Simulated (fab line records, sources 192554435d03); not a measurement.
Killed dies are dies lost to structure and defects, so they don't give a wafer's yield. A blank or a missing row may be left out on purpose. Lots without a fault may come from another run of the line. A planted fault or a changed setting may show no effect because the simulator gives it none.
Split-lot experiment | flow n5_finfet | 7 lots, 21 wafers read, on a route of 1938 steps

THE SPLIT
At N5_PMOS_HMC_CHANNEL_EPI_ETCH_32 (etches BARC in N2/H2, stops on SiO2, target depth 85.8 nm, time 50.3 s), the setting bias_w was moved away from the recipe's 150 W on 2 of the 21 wafers read, by -13.3% to +13.9%. The other wafers ran this setting at the recipe's value.

The reading is taken at the split's own step.

THE READING
rf_vpp_V, in V, at N5_PMOS_HMC_CHANNEL_EPI_ETCH_32 (etches BARC in N2/H2, stops on SiO2, target depth 85.8 nm, time 50.3 s). Fault-free wafers of this fab line usually give 524.2 V, standard deviation 2 V.

wafer  | tool, chamber at the split | bias_w as run, W | against the recipe | rf_vpp_V, V | against lot-mates on the recipe
L074.1 | rie_diel-02, 0             | 150              | recipe             | 524.2       | -
L074.4 | rie_diel-02, 2             | 150              | recipe             | 523.0       | -
L074.5 | rie_diel-02, 0             | 150              | recipe             | 526.8       | -
L079.3 | rie_diel-06, 3             | 150              | recipe             | 526.8       | -
L079.4 | rie_diel-06, 0             | 150              | recipe             | 521.3       | -
L079.5 | rie_diel-06, 2             | 150              | recipe             | 527.3       | -
L080.1 | rie_diel-02, 1             | 150              | recipe             | 522.2       | -
L080.3 | rie_diel-02, 0             | 150              | recipe             | 526.3       | -
L080.5 | rie_diel-02, 0             | 150              | recipe             | 527.4       | -
L082.2 | rie_diel-02, 3             | 150              | recipe             | 522.1       | -
L082.4 | rie_diel-02, 2             | 170.8            | +13.9%             | 568.9       | +46.8
L082.6 | rie_diel-02, 3             | 150              | recipe             | 522.1       | -
L083.2 | rie_diel-05, 2             | 150              | recipe             | 526.7       | -
L083.4 | rie_diel-05, 1             | 150              | recipe             | 525.5       | -
L083.6 | rie_diel-05, 1             | 150              | recipe             | 525.3       | -
L088.2 | rie_diel-05, 1             | 150              | recipe             | 526.9       | -
L088.3 | rie_diel-05, 2             | 130              | -13.3%             | 480.4       | -44.9
L088.4 | rie_diel-05, 3             | 150              | recipe             | 523.6       | -
L095.2 | rie_diel-02, 2             | 150              | recipe             | 524.3       | -
L095.3 | rie_diel-02, 0             | 150              | recipe             | 525.1       | -
L095.6 | rie_diel-02, 1             | 150              | recipe             | 522.9       | -

THE FIT
A straight line over all 21 wafers: rf_vpp_V changes by +3.25 V for each +1% of bias_w; r = +0.99; the points scatter about the line by 2 V.
The same after taking each lot's own level away (the mean of its wafers on the recipe; 21 wafers): +3.37 V for each +1%; r = +0.99; scatter 1.7 V.
On that fit, the largest move of bias_w shifts the reading by 47 V.
The lots' own levels span 522.10 to 525.83 V, that is 1.9 times the standard deviation above.
So the lot-to-lot level changes the slope little: the two slopes agree.
Check: with one of the wafers moved furthest among these (+13.9%) left out of the fit, the line predicts +46.6 V for it against its lot-mates. It came out at +46.8 V against them.
Tool readings at the split's step, against how far the setting was moved: rf_vpp_V r = +0.99.

OTHER SPLITS ON THESE WAFERS
These wafers also went through other splits before the reading. Each is held against what the fit with the lots' levels taken away leaves over:
other split on the same wafers            | wafers away from the commonest value | r with rf_vpp_V (lot level and that fit taken away)
N5_WELL_APT_PEB_06 peb_time_s             | 6                                    | +0.24
N5_PMOS_HMC_CHANNEL_EPI_PEB_07 peb_time_s | 6                                    | +0.05

THE FILE'S OWN FIT
rf_vpp_V changes by +3.37 V for each +1% of bias_w, r = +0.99.
